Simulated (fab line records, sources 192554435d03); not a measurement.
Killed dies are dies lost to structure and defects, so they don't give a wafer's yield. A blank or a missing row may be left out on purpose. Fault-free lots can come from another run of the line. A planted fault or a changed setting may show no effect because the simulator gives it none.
Split-lot trial ; flow n5Finfet ; 7 lots, 39 wafers read, on a route of 1938 steps

SPLIT DETAILS
At N5_HKMG_FIN_ALD_36 (deposits TiN, target thk 1 nm, pulse time 1 s, purge time 3 s), the setting aldCycles was moved away from the recipe's 47 on 12 of the 39 wafers read, by -44.7% to +53.2%. All remaining wafers had this setting at the recipe value.

The split's own step is where the reading is taken.

THE READING
TiN_of_HKMG_FIN_ALD_36.thkNm (the simulator's own value, which no gauge read), in nm, at N5_HKMG_FIN_ALD_36 (deposits TiN, target thk 1 nm, pulse time 1 s, purge time 3 s). No usual value for it is given in the file.

wafer;tool, chamber at the split;aldCycles as run;against the recipe;TiN_of_HKMG_FIN_ALD_36.thkNm, nm;against lot-mates on the recipe
L078.2;aldMetal-02, 3,2,0;47;recipe;1;-
L078.4;aldMetal-02, 3,2,0;47;recipe;1;-
L078.6;aldMetal-02, 3,2,0;47;recipe;1;-
L081.1;aldMetal-03, 3,0,2;33;-29.8%;0.8;-0.2
L081.2;aldMetal-03, 3,0,2;33;-29.8%;0.8;-0.2
L081.6;aldMetal-03, 3,0,2;33;-29.8%;0.8;-0.2
L081.3;aldMetal-03, 1,2,3;47;recipe;1;-
L081.4;aldMetal-03, 1,2,3;47;recipe;1;-
L081.5;aldMetal-03, 1,2,3;47;recipe;1;-
L087.1;aldMetal-03, 2,0,3;57;+21.3%;1.2;+0.2
L087.5;aldMetal-03, 2,0,3;57;+21.3%;1.2;+0.2
L087.6;aldMetal-03, 2,0,3;57;+21.3%;1.2;+0.2
L087.2;aldMetal-03, 3,1,0;47;recipe;1;-
L087.3;aldMetal-03, 3,1,0;47;recipe;1;-
L087.4;aldMetal-03, 3,1,0;47;recipe;1;-
L088.1;aldMetal-02, 0,1,3;26;-44.7%;0.6;-0.4
L088.4;aldMetal-02, 0,1,3;26;-44.7%;0.6;-0.4
L088.6;aldMetal-02, 0,1,3;26;-44.7%;0.6;-0.4
L088.2;aldMetal-02, 2,3,0;47;recipe;1;-
L088.3;aldMetal-02, 2,3,0;47;recipe;1;-
L088.5;aldMetal-02, 2,3,0;47;recipe;1;-
L094.1;aldMetal-03, 3,1,2,0,0,3;47;recipe;1;-
L094.2;aldMetal-03, 3,1,2,0,0,3;47;recipe;1;-
L094.3;aldMetal-03, 3,1,2,0,0,3;47;recipe;1;-
L094.4;aldMetal-03, 3,1,2,0,0,3;47;recipe;1;-
L094.5;aldMetal-03, 3,1,2,0,0,3;47;recipe;1;-
L094.6;aldMetal-03, 3,1,2,0,0,3;47;recipe;1;-
L095.1;aldMetal-03, 1,3,0,2,3,2;47;recipe;1;-
L095.2;aldMetal-03, 1,3,0,2,3,2;47;recipe;1;-
L095.3;aldMetal-03, 1,3,0,2,3,2;47;recipe;1;-
L095.4;aldMetal-03, 1,3,0,2,3,2;47;recipe;1;-
L095.5;aldMetal-03, 1,3,0,2,3,2;47;recipe;1;-
L095.6;aldMetal-03, 1,3,0,2,3,2;47;recipe;1;-
L097.1;aldMetal-02, 2,3,2;72;+53.2%;1.6;+0.6
L097.3;aldMetal-02, 2,3,2;72;+53.2%;1.6;+0.6
L097.5;aldMetal-02, 2,3,2;72;+53.2%;1.6;+0.6
L097.2;aldMetal-02, 1,0,1;47;recipe;1;-
L097.4;aldMetal-02, 1,0,1;47;recipe;1;-
L097.6;aldMetal-02, 1,0,1;47;recipe;1;-
If several chambers appear in one row, that row covers several wafers at once and the file leaves open which wafer was in which chamber.

FIT RESULTS
A straight line over all 39 wafers: TiN_of_HKMG_FIN_ALD_36.thkNm changes by +0.00973 nm for each +1% of aldCycles; r = +0.99; the points scatter about the line by 0.033 nm.
The same after taking each lot's own level away (the mean of its wafers on the recipe; 39 wafers): +0.00973 nm for each +1%; r = +0.99; scatter 0.033 nm.
Per that fit: largest aldCycles move, reading shift of 0.52 nm.
The lots' own levels span 1.00 to 1.00 nm.
The two slopes are in agreement: the lot-to-lot level therefore moves the slope only a little.
Check: for one of the wafers moved furthest among these (+53.2%), held out of the fit, the line's prediction against its lot-mates is +0.518 nm. It came out at +0.6 nm against them.

THESE WAFERS: OTHER SPLITS
These wafers also went through other splits before the reading. Each is held against what the fit with the lots' levels taken away leaves over:
other split on the same wafers;wafers away from the commonest value;r with TiN_of_HKMG_FIN_ALD_36.thkNm (lot level and that fit taken away)
N5_FIN_SAQP_MANDREL_ETCH_22 targetDepthA;12;+0.05

FILE'S OWN FIT
TiN_of_HKMG_FIN_ALD_36.thkNm changes by +0.00973 nm for each +1% of aldCycles, r = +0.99.
